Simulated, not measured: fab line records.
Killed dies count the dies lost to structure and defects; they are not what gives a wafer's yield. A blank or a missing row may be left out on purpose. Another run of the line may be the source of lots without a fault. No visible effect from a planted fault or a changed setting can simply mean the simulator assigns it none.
Matching of chambers | flow nand-harc | NHARC_A_CONTACT_ETCH_96 on rie-diel-04: 4 sister chambers
The step etches the open film in C4F6/O2, target depth 20 nm, time 10 s. 17 wafers are shown with their chamber, then 8 later ones without.

WAFERS PAIRED WITH THEIR CHAMBERS
wafer  | chamber | showerhead-plenum-p-Torr (Torr) | drypump-motor-current-A (A) | rf-vpp-V (V)
L577.2 | 2       | 3.89                            | 6.4                         | 545
L577.3 | 1       | 4.22                            | 6.4                         | 554
L577.6 | 2       | 3.89                            | 6.4                         | 546
L580.1 | 0       | 3.78                            | 4.8                         | 544
L580.3 | 1       | 4.21                            | 6.5                         | 553
L580.5 | 3       | 3.84                            | 6.5                         | 545
L582.1 | 1       | 4.21                            | 6.5                         | 551
L582.3 | 2       | 3.89                            | 6.4                         | 545
L582.4 | 0       | 3.77                            | 4.8                         | 543
L587.4 | 1       | 4.20                            | 6.5                         | 553
L587.5 | 3       | 3.84                            | 6.4                         | 545
L588.2 | 2       | 3.88                            | 6.4                         | 548
L588.6 | 2       | 3.88                            | 6.4                         | 547
L594.2 | 0       | 3.77                            | 4.8                         | 543
L594.4 | 1       | 4.20                            | 6.4                         | 554
L594.5 | 1       | 4.20                            | 6.5                         | 555
L595.2 | 1       | 4.20                            | 6.5                         | 552

SIGNATURES (averages over the wafers above)
reading                  | chamber 0 | chamber 1 | chamber 2 | chamber 3 | scatter within a chamber
showerhead-plenum-p-Torr | 3.7733    | 4.2057    | 3.8860    | 3.8400    | 0.00655
drypump-motor-current-A  | 4.800     | 6.471     | 6.400     | 6.450     | 0.0385
rf-vpp-V                 | 543.33    | 553.14    | 546.20    | 545.00    | 1.19
Rule: for each reading, subtract the chamber's mean from the wafer's reading, divide by that reading's scatter and square the result; add these up over the readings and take the root, which gives the wafer's distance from the chamber. If the next closest chamber is less than 2 further off than the closest, the wafer can't be placed; otherwise it belongs to the closest. The scatter: the root of (the sum of the squares of (reading less its chamber's mean) over the shown wafers, divided by (wafers less chambers)).

WAFERS MISSING THEIR CHAMBER
wafer  | showerhead-plenum-p-Torr (Torr) | drypump-motor-current-A (A) | rf-vpp-V (V)
L595.5 | 4.20                            | 6.5                         | 554
L595.6 | 3.87                            | 6.4                         | 546
L596.1 | 4.20                            | 6.5                         | 552
L596.5 | 3.87                            | 6.4                         | 547
L596.6 | 4.20                            | 6.4                         | 552
L599.1 | 3.76                            | 4.8                         | 545
L599.2 | 3.82                            | 6.5                         | 544
L599.6 | 3.87                            | 6.4                         | 546

CHAMBER TAKEN BY EACH
wafer  | from the rows above | in truth
L595.5 | 1                   | 1
L595.6 | 2                   | 2
L596.1 | 1                   | 1
L596.5 | 2                   | 2
L596.6 | 1                   | 1
L599.1 | 0                   | 0
L599.2 | 3                   | 3
L599.6 | 2                   | 2
Correctly placed: 8 of 8. From these rows, 0 cannot be placed. Wrongly placed: 0.
